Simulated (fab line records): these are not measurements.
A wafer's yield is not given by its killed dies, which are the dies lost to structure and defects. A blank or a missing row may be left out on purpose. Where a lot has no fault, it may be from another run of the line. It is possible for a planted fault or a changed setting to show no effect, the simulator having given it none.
Chamber matching + flow n5_finfet + 4 sister chambers for N5_BEOL_M2_ETCH_77 on rie_diel-06
The step etches underlayer in N2/H2, target depth 6.5 nm, time 5.2 s. 4 wafers are shown with their chamber, then 8 later ones without.

## WAFERS WITH THEIR CHAMBER
| wafer  | chamber | showerhead_plenum_p_Torr (Torr) |
|--------|---------|---------------------------------|
| L081.1 | 2       | 2.55                            |
| L080.5 | 1       | 2.60                            |
| L080.6 | 0       | 2.51                            |
| L085.1 | 3       | 2.56                            |

## WAFERS MISSING THEIR CHAMBER
| wafer  | showerhead_plenum_p_Torr (Torr) |
|--------|---------------------------------|
| L085.4 | 2.55                            |
| L085.5 | 2.51                            |
| L086.2 | 2.54                            |
| L086.5 | 2.55                            |
| L086.6 | 2.50                            |
| L093.2 | 2.59                            |
| L093.4 | 2.54                            |
| L093.5 | 2.59                            |

## CHAMBER TAKEN BY EACH
| wafer  | from the rows above     | in truth |
|--------|-------------------------|----------|
| L085.4 | can't be placed: 2 or 3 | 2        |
| L085.5 | 0                       | 0        |
| L086.2 | can't be placed: 2 or 3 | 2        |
| L086.5 | can't be placed: 2 or 3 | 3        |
| L086.6 | 0                       | 0        |
| L093.2 | 1                       | 1        |
| L093.4 | can't be placed: 2 or 3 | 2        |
| L093.5 | 1                       | 1        |
Correctly placed: 4 of 8. Can't be placed from these rows: 4 (the true chamber is among the candidates in 4). 0 placed wrongly.
How it was worked out, from the rows above alone: a wafer's distance from a chamber is the root of the sum, over the readings, of the square of ((its reading less the chamber's mean) divided by the reading's scatter). If the next closest chamber is less than 2 further off than the closest, the wafer can't be placed; otherwise it belongs to the closest. Each chamber's mean is taken over the wafers shown for it. The scatter (one wafer shown for each chamber): square how far every hidden wafer sits from the nearest shown wafer, average those squares and take the square root.
